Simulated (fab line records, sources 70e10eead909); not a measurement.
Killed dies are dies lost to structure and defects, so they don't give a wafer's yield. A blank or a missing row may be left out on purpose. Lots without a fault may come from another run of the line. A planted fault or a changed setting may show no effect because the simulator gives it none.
Which tool did it? | flow nand_harc | 12 lots, 36 wafers sampled, at 5 steps of a route of 1159

WHAT THE GAUGES READ, wafer by wafer
NHARC_A_SGD_CUT_CD_MEAS_09: target cd 100 nm.
lot  | measured     | on        | cd_nm (nm)
L074 | day 14 08:43 | cd_sem-01 | 99.5 99.9 99.7
L078 | day 14 11:32 | cd_sem-01 | 101.4 100.0 100.1
L079 | day 14 13:53 | cd_sem-02 | 99.7 100.4 100.5
L081 | day 15 15:29 | cd_sem-03 | 101.6 99.5 100.6
L083 | day 16 01:40 | cd_sem-01 | 100.1 99.7 99.5
L087 | day 16 17:30 | cd_sem-03 | 100.6 100.3 100.9
L085 | day 16 23:35 | cd_sem-02 | 100.1 100.4 100.3
L089 | day 17 17:14 | cd_sem-03 | 99.8 99.6 99.3
L090 | day 17 20:50 | cd_sem-02 | 100.3 100.1 100.4
L093 | day 18 10:51 | cd_sem-03 | 100.0 100.8 101.1
L095 | day 18 23:55 | cd_sem-03 | 101.2 99.8 100.8
L097 | day 19 11:58 | cd_sem-03 | 99.8 100.1 99.1

WHICH TOOL RAN EACH LOT (tool, then ch and the chambers of the sampled wafers, then the start)
lot  | NHARC_A_STAIRCASE_ALD_415        | NHARC_A_STAIRCASE_ETCHBACK_416                | NHARC_A_STAIRCASE_STRIP_446          | NHARC_A_STAIRCASE_STRIP_475
L074 | ald_hk-04 ch 0,3, day 12 12:07   | rie_diel-05 ch 0,1,2, day 14 05:18 or earlier | plasma_asher-01 ch 0,1, day 14 05:18 | rie_diel-05 ch 0,2,3, day 14 08:43 or earlier
L078 | ald_hk-01 ch 0,1,3, day 12 16:37 | rie_diel-02 ch 1,3, day 14 07:44 or earlier   | plasma_asher-01 ch 0, day 14 07:44   | rie_diel-02 ch 1,2,3, day 14 11:32 or earlier
L079 | ald_hk-03 ch 0,3, day 12 19:23   | rie_diel-02 ch 0,1,3, day 14 10:35 or earlier | plasma_asher-02 ch 0,1, day 14 10:35 | rie_diel-02 ch 0,1,2, day 14 13:53 or earlier
L081 | ald_hk-03 ch 2,3, day 13 15:05   | rie_diel-02 ch 1,2,3, day 15 11:55 or earlier | plasma_asher-02 ch 0,1, day 15 11:55 | rie_diel-02 ch 0,1, day 15 15:29 or earlier
L083 | ald_hk-03 ch 0,3, day 14 07:50   | rie_diel-02 ch 1,2,3, day 15 22:16 or earlier | plasma_asher-02 ch 0, day 15 22:16   | rie_diel-05 ch 0,1, day 16 01:40 or earlier
L087 | ald_hk-04 ch 2,3, day 14 20:17   | rie_diel-08 ch 0,1,3, day 16 14:17 or earlier | plasma_asher-02 ch 0,1, day 16 14:17 | rie_diel-08 ch 0,1, day 16 17:30 or earlier
L085 | ald_hk-03 ch 0,2, day 15 05:20   | rie_diel-02 ch 2,3, day 16 20:05 or earlier   | plasma_asher-02 ch 0,1, day 16 20:05 | rie_diel-05 ch 2,3, day 16 23:35 or earlier
L089 | ald_hk-03 ch 0,2, day 15 16:32   | rie_diel-05 ch 1,2,3, day 17 13:43 or earlier | plasma_asher-02 ch 0,1, day 17 13:43 | rie_diel-08 ch 0,2,3, day 17 15:41
L090 | ald_hk-04 ch 1,3, day 16 01:50   | rie_diel-08 ch 1,2,3, day 17 17:25 or earlier | plasma_asher-01 ch 0,1, day 17 17:25 | rie_diel-05 ch 0,1,3, day 17 20:50 or earlier
L093 | ald_hk-04 ch 1,2,3, day 16 15:31 | rie_diel-02 ch 2,3, day 18 07:26 or earlier   | plasma_asher-01 ch 0,1, day 18 07:26 | rie_diel-02 ch 1,2,3, day 18 10:51 or earlier
L095 | ald_hk-03 ch 0,2,3, day 17 00:52 | rie_diel-08 ch 0,1, day 18 20:26 or earlier   | plasma_asher-01 ch 0,1, day 18 20:26 | rie_diel-02 ch 1,2,3, day 18 23:55 or earlier
L097 | ald_hk-04 ch 0,3, day 17 12:56   | rie_diel-05 ch 0,1,2, day 19 08:27 or earlier | plasma_asher-01 ch 0,1, day 19 08:27 | rie_diel-08 ch 2,3, day 19 11:58 or earlier
- NHARC_A_STAIRCASE_ALD_415: deposits SiO2, target thk 30 nm, pulse time 6 s, ald cycles 300.
- NHARC_A_STAIRCASE_ETCHBACK_416: etches the open film in C4F8/O2/Ar, target depth 36 nm, time 7.2 s.
- NHARC_A_STAIRCASE_STRIP_446: strips in O2.
- NHARC_A_STAIRCASE_STRIP_475: strips in O2, time 20 s.

THE ANSWER, worked out from the rows above alone
Rule: what is usual is taken from the lots themselves. Put in order of their means at a reading, lots are off if they are a third of the lots or fewer, leave a main group of 4 or more, and stand apart from it by a gap of 3 or more times the standard deviation of the main group's means; of several such gaps the widest counts. A main group whose means are all the same, to the digits that the tables above print for the reading, isn't used. A lot without any number at a reading at which 4 lots or more have one is off too. The other lots that the step has rows for count as sound.
No lot is off at any reading shown: from this, nothing can be told.

WHAT THE SIMULATOR HAD PUT IN
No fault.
